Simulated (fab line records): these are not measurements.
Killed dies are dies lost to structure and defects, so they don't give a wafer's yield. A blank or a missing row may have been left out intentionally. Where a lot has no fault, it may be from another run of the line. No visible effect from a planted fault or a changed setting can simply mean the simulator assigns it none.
Matching of chambers    flow n5 finfet    3 sister chambers for N5_BEOL_M1_CO_CAP_55 on cvd co-01
The step material Co, precursor CCTBA/H2, target thk 2 nm, time 102.1 s. 6 wafers are shown with their chamber, then 10 later ones without.

## WAFERS, EACH WITH ITS CHAMBER
wafer   chamber  heater power w (W)  susceptor temp C (C)
L083.6  0        254                 200.11
L085.1  2        203                 200.45
L085.4  0        250                 200.23
L085.5  1        251                 200.02
L086.4  1        247                 199.77
L086.5  2        202                 200.07

## WAFERS MISSING THEIR CHAMBER
wafer   heater power w (W)  susceptor temp C (C)
L086.6  251                 199.95
L090.2  255                 200.15
L090.3  203                 200.02
L090.5  251                 200.16
L091.1  251                 200.07
L091.3  249                 199.99
L091.6  252                 200.04
L096.1  200                 200.09
L096.2  248                 199.98
L096.6  245                 199.98

## CHAMBER TAKEN BY EACH
wafer   from the rows above      in truth
L086.6  can't be placed: 1 or 0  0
L090.2  can't be placed: 0 or 1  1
L090.3  2                        2
L090.5  can't be placed: 0 or 1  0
L091.1  can't be placed: 0 or 1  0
L091.3  can't be placed: 1 or 0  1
L091.6  can't be placed: 0 or 1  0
L096.1  2                        2
L096.2  can't be placed: 1 or 0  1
L096.6  can't be placed: 1 or 0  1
Correct placement for 2 of the 10. Can't be placed from these rows: 8 (the true chamber is among the candidates in 8). Number placed wrongly: 0.
How it was worked out, from the rows above alone: a wafer's distance from a chamber is the root of the sum, over the readings, of the square of ((its reading less the chamber's mean) divided by the reading's scatter). If the next closest chamber is less than 2 further off than the closest, the wafer can't be placed; otherwise it belongs to the closest. For every chamber, the mean is computed from those of its wafers that are shown. The scatter: the root of (the sum of the squares of (reading less its chamber's mean) over the shown wafers, divided by (wafers less chambers)).
